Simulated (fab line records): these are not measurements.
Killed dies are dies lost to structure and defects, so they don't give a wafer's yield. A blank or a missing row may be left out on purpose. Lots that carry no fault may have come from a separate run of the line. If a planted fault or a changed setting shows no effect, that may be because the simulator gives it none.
Which of the tools did it? -- flow nand-harc -- 7 lots (21 wafers sampled), 1 step of a 1159-step route

WHAT THE GAUGES READ, wafer by wafer
NHARC_P_ZERO_WELL_INSPECT_43.
lot,measured,on,raw-defect-count
L509,day 2 01:38,defect-inspect-01,9 12 13
L511,day 2 13:35,defect-inspect-01,12 29 14
L513,day 3 01:44,defect-inspect-01,9 8 14
L517,day 4 01:49,defect-inspect-01,12 7 11
L525,day 6 01:36,defect-inspect-01,29 18 9
L528,day 6 19:26,defect-inspect-02,14 8 29
L530,day 7 07:46,defect-inspect-01,8 4 14

EACH LOT AND THE TOOL THAT RAN IT (in order: tool; ch and the chambers of the sampled wafers; start)
There is no process step in the record ahead of these readings.

THE ANSWER, worked out from the rows above alone
Rule: the lots themselves supply what counts as usual. The widest of any qualifying gaps counts: lots, ordered by their means at a reading, are off when they make up no more than a third of the lots, leave a main group of 4 or more, and stand apart from it by 3 or more times the standard deviation of that group's means. Not used: any main group whose means are identical at the precision the tables above print for the reading. Also off: a lot with no number at a reading for which 4 or more lots have one. Any other lot the step has rows for is counted as sound.
No lot is off on any of the readings shown, so nothing can be concluded from this.

WHAT THE SIMULATOR HAD INSERTED
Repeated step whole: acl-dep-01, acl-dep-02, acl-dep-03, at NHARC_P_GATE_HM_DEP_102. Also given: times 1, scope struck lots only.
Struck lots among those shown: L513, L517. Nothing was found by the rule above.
